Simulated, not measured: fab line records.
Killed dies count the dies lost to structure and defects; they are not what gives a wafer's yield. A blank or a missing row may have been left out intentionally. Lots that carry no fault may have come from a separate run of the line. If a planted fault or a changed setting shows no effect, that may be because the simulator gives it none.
A struck lot beside a sound one | flow n5_finfet | 30 steps out of a route of 1938
Sound: wafers L992.1, L992.2, L992.6. Struck: wafer L999.2. (L999.3, L999.6 of the same lot were not struck and are left out.) The cause comes at the end.
Order at every step that has rows: each side's tool, ch and its chambers, its first start. Under that, the readings that differ: sound wafers | struck wafers | difference of the means | sigmas: that difference in standard deviations of wafers without a fault.
alike: readings whose means differ by less than 2 such deviations, and words and numbers that are the same on both sides. not compared: withheld readings, readings that some wafer has no value for, bounds like >300 that may hide the same value, and numbers for which the record gives no deviation and whose values overlap.
Wherever a step has rows on one side only, a row that says differs or no value, or a row with sigmas, the two part there. Non-overlapping numbers with no deviation appear without sigmas and do not part them. Lack of a reading on every wafer of one side parts them only where that side has two or more wafers.

first, 11 steps without rows for these wafers: N5_BEOL_M4_SPUTTER_92 (material Cu, target thk 4.5 nm, time 8.29 s); N5_BEOL_M4_ANNEAL_93 (time 240 s); N5_BEOL_M4_SPUTTER_94 (material Cu, target thk 4.5 nm, time 8.29 s); N5_BEOL_M4_ANNEAL_95 (time 240 s); N5_BEOL_M4_SPUTTER_96 (material Cu, target thk 4.5 nm, time 8.29 s); N5_BEOL_M4_ECD_50 (material Cu, target thk 300 nm); N5_BEOL_M4_ANNEAL_51 (time 90 s); N5_BEOL_M4_CMP_52 (polishes, stops on SiOC, t overpolish 6.8 s, target thk 40 nm); N5_BEOL_M4_PRE_CLEAN_60 (time 15 s); N5_BEOL_M4_CO_CAP_55 (material Co, precursor CCTBA/H2, target thk 2 nm, time 102.1 s); N5_BEOL_M4_PRE_CLEAN_56 (time 15 s).
N5_BEOL_M4_DEP_57: deposits SiCN from 3MS/NH3, target thk 8 nm, time 14 s.
  sound on pecvd-01 ch 0,1, day 9 12:43; struck on pecvd-01 ch 0, day 11 17:41
  alike: chamber_pressure_Torr, showerhead_plenum_p_Torr, throttle_valve_pct
N5_BEOL_M4_INSPECT_59: inspects for defects (darkfield).
  sound on defect_inspect-01 at day 9 12:49; struck on defect_inspect-02 at day 11 17:47
  reading          | sound    | struck | difference | sigmas
  raw_defect_count | 37 51 59 | 692    | +643       | +28
N5_BEOL_M4_RC_MEAS_101:
  sound on prober-02 ch 0, day 9 12:50; struck on prober-02 ch 0, day 11 17:58
  alike: DIBL_N, DIBL_P, IOFF_N, IOFF_P, ION_N, ION_P, SS_N, SS_P, VT_N, VT_P
then, 13 steps without rows for these wafers: N5_BEOL_M5_ILD_DEP_00 (deposits SiCOH lowk from DEMS/porogen, target thk 140.64 nm, time 25.9 s); N5_BEOL_M5_CURE_79 (cures SiCOH lowk, time 240 s); N5_BEOL_M5_PECVD_70 (deposits SiO2 from TEOS/O2, target thk 16 nm, time 18 s); N5_BEOL_M5_HM_DEP_02 (deposits TiN, target thk 20 nm); N5_BEOL_M5_COAT_59 (time 60 s, resist thk 60 nm); N5_BEOL_M5_COAT_60 (time 60 s, resist thk 12 nm); N5_BEOL_M5_COAT_71 (time 60 s, resist thk 5 nm); N5_BEOL_M5_COAT_05 (resist thk 30 nm); N5_BEOL_M5_EBR_07; N5_BEOL_M5_SOFTBAKE_06 (time 60 s); N5_BEOL_M5_EXPOSE_08 (exposes mask M5, target cd 28 nm); N5_BEOL_M5_PEB_09 (peb time 60 s); N5_BEOL_M5_DEVELOP_10 (develop time 30 s).
N5_BEOL_M5_INSPECT_13: inspects for defects (brightfield).
  sound on defect_inspect-01 at day 9 15:00; struck on defect_inspect-01 at day 11 21:32
  reading          | sound       | struck | difference | sigmas
  raw_defect_count | 332 307 444 | 1087   | +726       | +8
then, 1 step without rows for these wafers: N5_BEOL_M5_DESCUM_16 (chemistry O2, time 7 s).
-- record jumps: 4 days separate the struck wafers' starts on either side; left off in module BEOL_M5, taken up again in module PASSIVATION, whose first shown step is the route's number 1936 --
N5_PASSIVATION_PROBE_49:
  sound on prober-01 at day 13 22:53; struck on prober-01 at day 16 09:30
  reading                  | sound          | struck | difference | sigmas
  defect_limited_yield (%) | 91.1 91.2 91.6 | 85.0   | -6.3       | -4
  killed_at_M4_up          | 11 20 24       | 92     | +74        | +14
  killed_dies              | 105 104 99     | 177    | +74        | +4
  killed_on_rim            | 9 12 14        | 35     | +23        | +5
  sort_bin_5_function (%)  | 5.6 4.7 5.1    | 8.1    | +3.0       | +3
  sort_n_pass              | 1075 1076 1081 | 1003   | -74        | -4
  sort_yield_pct (%)       | 91.1 91.2 91.6 | 85.0   | -6.3       | -4
  alike: killed_at_M0_to_M3, killed_at_contacts, killed_at_front_end, killed_at_other, killed_open, killed_short, sort_bin_6_memory

## WHERE THEY PART
First at N5_BEOL_M4_INSPECT_59; last, within this record, at N5_PASSIVATION_PROBE_49.

WHY: whatever the simulator had introduced
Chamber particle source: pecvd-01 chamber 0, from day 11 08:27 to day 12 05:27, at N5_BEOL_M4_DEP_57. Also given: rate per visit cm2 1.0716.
